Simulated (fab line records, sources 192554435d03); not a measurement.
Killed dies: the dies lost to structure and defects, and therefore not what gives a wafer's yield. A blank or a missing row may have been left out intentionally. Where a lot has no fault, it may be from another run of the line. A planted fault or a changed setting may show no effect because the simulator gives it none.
Which tool was responsible? | flow n5_finfet | at 1 step of a route of 1938, 22 lots with 66 wafers sampled

## WHAT THE GAUGES SHOWED, per wafer
N5_BEOL_M0_CUTY_CD_MEAS_57: the cd target is 200 nm. Usual: 200.3 nm for cd_nm, sd 1.1.
lot  | measured     | on        | cd_nm (nm)        | flag
L074 | day 5 22:46  | cd_sem-01 | 199.7 199.8 199.3 |
L075 | day 6 06:34  | cd_sem-03 | 198.7 199.4 198.9 |
L076 | day 6 09:53  | cd_sem-03 | 201.2 201.6 201.0 |
L079 | day 7 03:34  | cd_sem-03 | 202.2 201.7 202.5 |
L080 | day 7 05:03  | cd_sem-01 | 199.5 198.9 198.4 |
L081 | day 7 09:48  | cd_sem-02 | 201.3 200.2 199.5 |
L082 | day 7 15:35  | cd_sem-03 | 201.6 200.9 201.6 |
L083 | day 8 00:04  | cd_sem-01 | 198.9 199.8 198.9 |
L085 | day 8 11:02  | cd_sem-03 | 201.0 200.9 200.6 |
L084 | day 8 11:49  | cd_sem-02 | 199.6 198.8 200.5 |
L086 | day 8 19:31  | cd_sem-01 | 198.4 199.5 198.6 |
L087 | day 9 01:08  | cd_sem-01 | 199.9 200.6 199.8 |
L088 | day 9 05:01  | cd_sem-02 | 200.6 201.8 200.5 |
L089 | day 9 10:17  | cd_sem-02 | 198.8 198.9 198.4 |
L090 | day 9 20:20  | cd_sem-02 | 199.9 200.5 200.1 |
L091 | day 9 22:26  | cd_sem-01 | 199.0 200.2 199.8 |
L092 | day 10 04:19 | cd_sem-01 | 201.0 201.4 200.2 |
L093 | day 10 10:41 | cd_sem-01 | 201.0 200.9 200.5 |
L094 | day 11 00:29 | cd_sem-03 | 201.6 201.0 201.5 |
L095 | day 11 05:17 | cd_sem-01 | 200.4 199.5 201.0 |
L096 | day 11 07:37 | cd_sem-02 | 200.7 201.5 199.8 |
L097 | day 11 12:30 | cd_sem-03 | 201.0 201.4 201.4 |

## TOOL THAT RAN EACH LOT (tool first, then ch and the chambers of the sampled wafers, then the start)
The record shows no process step preceding these readings.

## AS READ BY THE TOOLS THEMSELVES (means over the sampled wafers that have a number; for cases with no such wafer, the mark the record gives instead)
The record holds no such reading with a usual standard deviation.

## THE ANSWER, worked out from the rows above alone
Rule: a lot is off if the mean of its wafers that have a number lies more than 3 standard deviations from the usual mean. Also off: a lot with no number at a reading for which 4 or more lots have one. All remaining lots with rows at the step are treated as sound. The gauges are gone through in route order, then the tools' own readings, and for those a lot's mean is taken as printed above. At the first step where some lot is off, the reading lying furthest off is the one used; lots without a number count as furthest.
No lot is off on any of the readings shown, so nothing can be concluded from this.

## WHAT THE SIMULATOR PUT IN
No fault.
